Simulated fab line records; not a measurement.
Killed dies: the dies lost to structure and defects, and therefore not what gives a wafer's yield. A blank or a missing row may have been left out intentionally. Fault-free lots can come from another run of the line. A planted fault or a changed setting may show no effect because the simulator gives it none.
fab line records ; flow nandHarc
record: lots: 5; wafers: 13; lastDay: 32
route steps=1302 shown A_CHANNEL_FILL_D1@501 END@1302
lots that met no fault: from a run of the same line without faults
startH: the number of hours between the record's first day and the start of the first shown wafer of the lot ; waitH: hours elapsed since this lot's preceding step ; " as in the row above ; L1.1+2: a row that stands for several wafers ; - no value present, or no start provided ; * or withheld: withheld ; < > ~ a bound
route shown NAME@n: a module of which the file shows steps, and the number in the route of the first ; usual: mean/standard deviation taken from wafers without a fault ; same: alike in all rows ; chamber/n: place in a boat ; sites: the reading at each site ; _std_site: how widely they spread, as a standard deviation ; _edge_site: mean of outer sites minus mean of inner sites ; radiusMm: how far each site lies from the wafer's centre ; mask NAME#n: copy n ; behind: the most recent tool/chamber to have shaped the wafer ; hold: the reason the lot was held/the length of the hold in hours/how it ended ; device: which transistor (n, p or np) failed to switch ; end of line: tests of these same wafers at the route's end ; for a step that has no rows: nothing shown but its recipe ; killed: count of dies lost to structure and defects at first sort (not the wafer's yield) ; map: shows each die of a wafer: x if killed, . if not, _ if none is there
set.NAME: the setting the step ran with; set.NAME@STEP: the setting that earlier step ran with ; model.NAME: the simulator's own value behind a step, which no gauge read
certain route steps with their lots: each step a table, each wafer a row
services: from which hour (startH, from the record's first day; less than 0 if before it) a tool's chamber was out of use, for how many hours, and why
== steps ==
step: NHARC_A_CHANNEL_FILL_D1_STRIP_28
recipe: timeS: 20; o2FlowSccm: 500; arFlowSccm: 0; biasW: 0; chemistry: O2
usual: drypumpMotorCurrentA: 5.6/0.44; o2FlowSccm: 500.0/1.4; oesProductAu: 1.000/0.0068; rfVppV: 58.0/0.83; showerheadPlenumPTorr: 3.58/0.17; throttleValvePct: 17.036/0.0092
lot.wafer;tool;chamber;startH;waitH;drypumpMotorCurrentA;o2FlowSccm;oesProductAu;rfHoursCounterH;rfVppV;showerheadPlenumPTorr;throttleValvePct
L526.1;rieDiel-12;2;216.47;0.1;5.8;501.5;1.008;7.3;58.5;3.59;17.044
L526.3;rieDiel-12;1;216.47;0.1;5.4;502.2;1.004;8.2;58.6;3.53;17.045
L526.6;rieDiel-12;2;216.47;0.1;5.8;501.2;1.005;-;59.0;3.59;17.028
L528.6;rieDiel-12;1;236.84;0.1;5.4;499.7;1.011;-;58.4;3.53;17.053
L528.5;rieDiel-12;3;236.84;0.1;6.2;500.2;0.999;-;56.4;3.51;17.035
L528.4;rieDiel-12;0;236.84;0.1;5.1;501.4;1.015;-;58.3;3.31;17.027
L540.2;rieDiel-13;1;357.45;0.1;6.1;500.4;0.993;0.5;58.0;3.79;17.050
L542.4;rieDiel-12;2;373.64;0.1;5.8;499.1;1.011;4.5;58.5;3.59;17.049
L542.1;rieDiel-12;3;373.64;0.1;6.2;496.9;1.009;4.9;58.4;3.50;17.038
L542.3;rieDiel-12;0;373.64;0.1;5.1;501.0;1.001;5.8;57.5;3.30;17.027
L544.1;rieDiel-13;1;391.91;0.1;6.1;500.2;1.004;1.7;58.5;3.78;17.038
L544.3;rieDiel-13;3;391.91;0.1;5.1;499.2;0.999;1.7;57.4;3.79;17.022
L544.6;rieDiel-13;2;391.91;0.1;5.0;499.0;1.003;-;57.6;3.49;17.035
step: NHARC_A_CHANNEL_FILL_D1_PRECLEAN_21
recipe: timeS: 30; chemistry: dHF
step: NHARC_A_CHANNEL_FILL_D1_SRD_23
step: NHARC_A_CHANNEL_FILL_D1_CVD_05
recipe: targetThkA: 50; tempC: 550; material: poly-Si
step: NHARC_A_CHANNEL_FILL_D1_ANNEAL_22
recipe: tempC: 620; timeS: 7200
step: NHARC_A_CHANNEL_FILL_D1_ALD_25
recipe: targetThkA: 600; pulseTimeS: 10; aldCycles: 600; tempC: 300; material: SiOx
usual: heaterPowerW: 446/53; precursorPulseHeightRel: 0.997/0.018; susceptorTempC: 300.01/0.18
lot.wafer;tool;chamber;startH;waitH;heaterPowerW;precursorPulseHeightRel;susceptorTempC
L526.3;aldHk-02;1;229.89;0.0;425;0.994;299.94
L526.1;aldHk-02;0;231.73;1.9;389;0.982;300.27
L526.6;aldHk-02;1;231.73;1.9;421;0.988;300.33
L528.4;aldHk-04;0;251.28;1.3;468;1.004;299.99
L528.5;aldHk-04;2;252.52;2.5;469;0.993;299.99
L528.6;aldHk-04;3;252.52;2.5;470;0.963;300.20
L540.2;aldHk-01;3;371.09;1.9;358;1.015;300.02
L542.4;aldHk-02;1;385.96;0.7;438;0.995;299.70
L542.3;aldHk-02;2;385.96;0.7;494;1.016;300.13
L542.1;aldHk-02;3;385.96;0.7;456;1.026;300.16
L544.3;aldHk-02;2;405.41;0.7;492;0.995;299.98
L544.1;aldHk-02;0;406.63;1.9;392;0.996;300.00
L544.6;aldHk-02;2;407.84;3.1;509;0.986;300.02
step: NHARC_A_CHANNEL_FILL_D1_ETCHBACK_08
recipe: targetDepthA: 2200; timeS: 110; c4f8FlowSccm: 20; arFlowSccm: withheld; rfW: 600; biasW: 300; chemistry: C4F8
usual: oesProductAu: 0.95/0.031; rfVppV: 442/3.3
lot.wafer;tool;chamber;startH;waitH;oesProductAu;rfHoursCounterH;rfVppV
L526.1;rieDiel-06;0;-;-;1.00;5.0;447
L526.3;rieDiel-06;1;-;-;0.99;4.7;438
L526.6;rieDiel-06;1;-;-;1.00;-;438
L528.4;rieDiel-12;3;-;-;0.93;8.8;441
L528.5;rieDiel-12;0;-;-;0.92;-;437
L528.6;rieDiel-12;1;-;-;0.92;-;442
L540.2;rieDiel-13;1;-;-;0.93;1.2;445
L542.3;rieDiel-06;1;-;-;0.92;4.4;436
L542.1;rieDiel-06;2;-;-;0.92;4.5;445
L542.4;rieDiel-06;3;-;-;0.93;3.3;438
L544.1;rieDiel-06;1;-;-;1.00;5.7;438
L544.3;rieDiel-06;0;-;-;1.01;5.7;445
L544.6;rieDiel-06;2;-;-;0.99;-;445
step: NHARC_A_CHANNEL_FILL_D1_STRIP_29
recipe: timeS: 20; o2FlowSccm: 500; arFlowSccm: 0; biasW: 0; chemistry: O2
usual: drypumpMotorCurrentA: 5.5/0.43; o2FlowSccm: 500.1/1.4; oesProductAu: 1.001/0.0071; rfVppV: 58.1/0.89; showerheadPlenumPTorr: 3.59/0.17; throttleValvePct: 17.036/0.0086
lot.wafer;tool;chamber;startH;waitH;drypumpMotorCurrentA;o2FlowSccm;oesProductAu;rfHoursCounterH;rfVppV;showerheadPlenumPTorr;throttleValvePct
L526.1;rieDiel-06;0;-;-;5.5;501.1;1.003;5.1;59.0;3.76;17.049
L526.3;rieDiel-06;1;-;-;5.3;500.0;1.007;4.7;56.3;3.35;17.038
L526.6;rieDiel-06;1;-;-;5.3;501.6;1.002;-;58.6;3.35;17.039
L528.4;rieDiel-12;1;-;-;5.4;497.1;1.002;9.3;57.4;3.52;17.047
L528.6;rieDiel-12;0;-;-;5.1;500.9;0.997;-;57.4;3.31;17.042
L528.5;rieDiel-12;1;-;-;5.4;502.7;1.008;-;59.9;3.52;17.038
L540.2;rieDiel-13;2;-;-;4.9;500.7;1.002;1.1;58.4;3.49;17.032
L542.3;rieDiel-06;1;-;-;5.3;501.1;1.006;4.5;58.6;3.34;17.036
L542.1;rieDiel-06;3;-;-;5.9;499.5;1.005;3.3;58.6;3.35;17.016
L542.4;rieDiel-06;0;-;-;5.5;500.3;0.996;4.2;58.8;3.76;17.034
L544.3;rieDiel-06;2;-;-;5.7;499.0;0.999;5.8;59.3;3.78;17.029
L544.1;rieDiel-06;1;-;-;5.3;497.9;1.004;5.7;57.7;3.34;17.038
L544.6;rieDiel-06;2;-;-;5.7;501.3;1.003;-;58.8;3.78;17.036
step: NHARC_A_CHANNEL_FILL_D1_PRECLEAN_30
recipe: timeS: 30; chemistry: dHF
step: NHARC_A_CHANNEL_FILL_D1_SRD_31
step: NHARC_A_CHANNEL_FILL_D1_CVD_09
recipe: targetThkA: 1500; tempC: 620; pressureMtorr: 200; timeS: 3000; material: poly-Si
step: NHARC_A_CHANNEL_FILL_D1_CMP_10
recipe: targetThkNm: 150
usual: motorCurrentA: 12.7/0.78; timeToEndpointS: 15.3/2.1
lot.wafer;tool;chamber;startH;waitH;motorCurrentA;timeToEndpointS
L526.1;cmp-04;3;241.19;0.4;14.5;16.6
L526.3;cmp-04;2;241.19;0.4;11.9;19.0
L526.6;cmp-04;0;241.19;0.4;12.8;15.3
L528.4;cmp-02;2;261.43;0.4;13.1;11.0
L528.6;cmp-02;1;261.43;0.4;13.5;11.9
L528.5;cmp-02;2;261.43;0.4;13.9;11.3
L540.2;cmp-04;1;380.70;0.4;13.0;6.6
L542.1;cmp-01;3;396.74;0.4;11.8;10.9
L542.4;cmp-01;0;396.74;0.4;12.6;12.6
L542.3;cmp-01;1;396.74;0.4;13.0;13.2
L544.3;cmp-02;1;416.15;0.4;12.1;21.2
L544.1;cmp-02;2;416.15;0.4;14.0;14.7
L544.6;cmp-02;0;416.15;0.4;12.0;19.6
step: NHARC_END_SORT_01
recipe: tempC: 25
usual: killedAtArray: 59/19; killedAtOther: 0.6/0.85; killedAtPeriphery: 3.8/2.5; killedDies: 64/19; killedOpen: 3.3/1.8; killedShort: 2.2/1.6
same: grossDies: 677
lot.wafer;tool;chamber;startH;waitH;killedAtArray;killedAtOther;killedAtPeriphery;killedDies;killedOpen;killedShort
L526.1;prober-02;0;565.02;2.5;16;1;6;23;4;2
L526.3;prober-02;0;566.61;3.1;17;3;5;25;3;2
L526.6;prober-02;0;569.01;4.0;16;3;7;26;3;0
killed by level:class
L526.1 A_CHANNEL_HOLE_D1:chamberFilmFlake=4 A_CHANNEL_HOLE_D2:chamberFilmFlake=4 P_ZERO_WELL:chamberFilmFlake=2 P_GATE:chamberFilmFlake=2 P_CONTACT:geometricParticle:open=1 P_M1:geometricParticle:open=1 A_CHANNEL_FILL_D1:geometricParticle:short=1 A_DECK1_JOINT:geometricParticle:short=1
L526.3 A_CHANNEL_HOLE_D2:chamberFilmFlake=8 THIN_TSV:chamberFilmFlake=3 P_STI:chamberFilmFlake=2 A_CHANNEL_HOLE_D1:chamberFilmFlake=2 P_CONTACT:geometricParticle:open=1 P_M0:geometricParticle:short=1 A_CHANNEL_FILL_D1:geometricParticle:short=1 A_WL_FILL:geometricParticle:open=1
L526.6 A_CHANNEL_HOLE_D2:chamberFilmFlake=5 P_ZERO_WELL:chamberFilmFlake=4 A_WL_FILL:chamberFilmFlake=3 THIN_TSV:chamberFilmFlake=3 A_CONTACT:chamberFilmFlake=2 P_CONTACT:geometricParticle:open=1 A_ONON_D1:geometricParticle:open=1 A_CHANNEL_FILL_D1:geometricParticle:open=1
== services ==
tool;chamber;startH;hours;kind
rieDiel-06;-;219.03;0.6;repair
rieDiel-12;2;231.05;7.4;repair
cmp-02;-;231.31;0.6;repair
cmp-02;-;232.50;4.0;pm
rieDiel-06;3;261.93;4.9;repair
rieDiel-12;0;266.02;2.6;repair
rieDiel-12;-;268.40;9.0;pm
rieDiel-06;2;293.45;2.4;repair
rieDiel-06;-;307.20;9.0;pm
cmp-02;-;314.67;2.2;repair
rieDiel-13;0;315.73;1.5;repair
cmp-02;-;317.05;0.9;repair
rieDiel-12;1;319.98;4.8;repair
rieDiel-06;-;328.40;0.7;repair
cmp-02;-;330.50;4.0;pm
rieDiel-12;2;330.61;3.5;repair
rieDiel-06;3;331.08;6.8;repair
rieDiel-12;-;337.84;1.1;repair
rieDiel-13;-;342.00;9.0;pm
rieDiel-06;3;346.28;5.7;repair
aldHk-02;-;349.16;10.0;pm
rieDiel-06;0;352.51;3.5;repair
rieDiel-12;0;382.64;1.4;repair
rieDiel-12;-;405.19;0.6;repair
== key ==
firstSign: step: NHARC_A_CHANNEL_FILL_D1_CMP_10; reading: timeToEndpointS; direction: down; sigmas: 4.2; usual: *; struck: *
effect none on later readings
metAt NHARC_A_CHANNEL_FILL_D1_CMP_10
struckWafers L540.2
testerLeftOut L540
onsetBetween 241.19 380.70
fault: kind: processParameterDrift; tool: cmp-04; chamber: -; onsetH: 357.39; steps: NHARC_A_CHANNEL_FILL_D1_CMP_10; channel: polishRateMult; offset: 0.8; shape: step; endH: 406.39
testerLeftOut: of these lots the tester's yield and bins aren't shown, on N5 and GAA mostly nor the transistor test; their killed dies are dies lost to structure and defects alone, not to doping, threshold or leakage, so they don't give the yield
